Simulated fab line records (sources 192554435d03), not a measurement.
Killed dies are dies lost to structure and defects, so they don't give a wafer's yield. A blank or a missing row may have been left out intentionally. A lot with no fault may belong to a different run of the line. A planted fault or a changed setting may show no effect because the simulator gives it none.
Chamber matching + flow n5-finfet + 4 sister chambers for N5_BEOL_M10_STRIP_36 on rie-diel-05
The step strips in N2/H2. 8 wafers are shown with their chamber, then 7 later ones without.

== EACH WAFER AND ITS CHAMBER ==
| wafer  | chamber | drypump-motor-current-A (A) | showerhead-plenum-p-Torr (Torr) |
|--------|---------|-----------------------------|---------------------------------|
| L077.1 | 2       | 5.9                         | 2.46                            |
| L078.1 | 1       | 4.9                         | 2.52                            |
| L078.3 | 2       | 6.0                         | 2.46                            |
| L078.4 | 3       | 5.6                         | 2.59                            |
| L078.5 | 0       | 6.3                         | 2.40                            |
| L078.6 | 3       | 5.6                         | 2.59                            |
| L080.3 | 1       | 4.9                         | 2.51                            |
| L080.4 | 0       | 6.3                         | 2.40                            |

== WAFERS WITHOUT THEIR CHAMBER ==
| wafer  | drypump-motor-current-A (A) | showerhead-plenum-p-Torr (Torr) |
|--------|-----------------------------|---------------------------------|
| L080.5 | 6.0                         | 2.46                            |
| L081.2 | 5.9                         | 2.46                            |
| L081.3 | 5.6                         | 2.59                            |
| L081.5 | 4.9                         | 2.51                            |
| L095.1 | 5.9                         | 2.44                            |
| L095.2 | 6.3                         | 2.39                            |
| L095.4 | 5.9                         | 2.44                            |

== CHAMBER TAKEN BY EACH ==
| wafer  | from the rows above | in truth |
|--------|---------------------|----------|
| L080.5 | 2                   | 2        |
| L081.2 | 2                   | 2        |
| L081.3 | 3                   | 3        |
| L081.5 | 1                   | 1        |
| L095.1 | 2                   | 2        |
| L095.2 | 0                   | 0        |
| L095.4 | 2                   | 2        |
7 of 7 placed correctly. From these rows, 0 cannot be placed. Placed wrongly: 0.
How it was worked out, from the rows above alone: a wafer's distance from a chamber is the root of the sum, over the readings, of the square of ((its reading less the chamber's mean) divided by the reading's scatter). The wafer belongs to the nearest chamber; if the next one is less than 2 further off, it can't be placed. The mean given for a chamber averages the wafers shown for that chamber. The scatter is the square root of a quotient: the sum, over the shown wafers, of each reading's squared deviation from its chamber's mean, divided by wafers minus chambers.
